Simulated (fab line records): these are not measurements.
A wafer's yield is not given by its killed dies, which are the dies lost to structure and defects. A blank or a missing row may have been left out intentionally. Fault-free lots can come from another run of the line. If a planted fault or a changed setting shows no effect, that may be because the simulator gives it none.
Chamber matching :: flow n5Finfet :: 3 sister chambers for N5_BEOL_M15_ILD_DEP_00 on pecvd-04
The step deposits SiO2 from TEOS/O2, target thk 1629.3 nm, time 346.1 s. 6 wafers are shown with their chamber, then 8 later ones without.

WAFERS, EACH WITH ITS CHAMBER
wafer: L086.5
chamber: 1
throttleValvePct (%): 17.0
showerheadPlenumPTorr (Torr): 8.34

wafer: L084.1
chamber: 2
throttleValvePct (%): 18.1
showerheadPlenumPTorr (Torr): 8.37

wafer: L087.1
chamber: 0
throttleValvePct (%): 18.5
showerheadPlenumPTorr (Torr): 8.40

wafer: L087.2
chamber: 2
throttleValvePct (%): 17.8
showerheadPlenumPTorr (Torr): 8.35

wafer: L087.3
chamber: 1
throttleValvePct (%): 17.4
showerheadPlenumPTorr (Torr): 8.36

wafer: L089.1
chamber: 0
throttleValvePct (%): 18.5
showerheadPlenumPTorr (Torr): 8.40

WAFERS WITHOUT THEIR CHAMBER
wafer: L089.4
throttleValvePct (%): 17.1
showerheadPlenumPTorr (Torr): 8.36

wafer: L089.6
throttleValvePct (%): 18.4
showerheadPlenumPTorr (Torr): 8.38

wafer: L091.1
throttleValvePct (%): 17.2
showerheadPlenumPTorr (Torr): 8.35

wafer: L091.2
throttleValvePct (%): 17.7
showerheadPlenumPTorr (Torr): 8.35

wafer: L091.3
throttleValvePct (%): 18.5
showerheadPlenumPTorr (Torr): 8.38

wafer: L094.1
throttleValvePct (%): 17.4
showerheadPlenumPTorr (Torr): 8.36

wafer: L094.3
throttleValvePct (%): 18.0
showerheadPlenumPTorr (Torr): 8.37

wafer: L094.4
throttleValvePct (%): 18.6
showerheadPlenumPTorr (Torr): 8.37

THE CHAMBER EACH PASSED THROUGH
wafer: L089.4
from the rows above: 1
in truth: 1

wafer: L089.6
from the rows above: can't be placed: 0 or 2
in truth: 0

wafer: L091.1
from the rows above: 1
in truth: 1

wafer: L091.2
from the rows above: can't be placed: 2 or 1
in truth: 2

wafer: L091.3
from the rows above: can't be placed: 0 or 2
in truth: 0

wafer: L094.1
from the rows above: can't be placed: 1 or 2
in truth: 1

wafer: L094.3
from the rows above: 2
in truth: 2

wafer: L094.4
from the rows above: can't be placed: 0 or 2
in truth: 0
Correctly placed: 3 of 8. Unplaceable from these rows: 5, with the true chamber sitting among the candidates in 5. 0 placed wrongly.
How it was worked out, from the rows above alone: a wafer's distance from a chamber is the root of the sum, over the readings, of the square of ((its reading less the chamber's mean) divided by the reading's scatter). If the next closest chamber is less than 2 further off than the closest, the wafer can't be placed; otherwise it belongs to the closest. For every chamber, the mean is computed from those of its wafers that are shown. The scatter: the root of (the sum of the squares of (reading less its chamber's mean) over the shown wafers, divided by (wafers less chambers)).
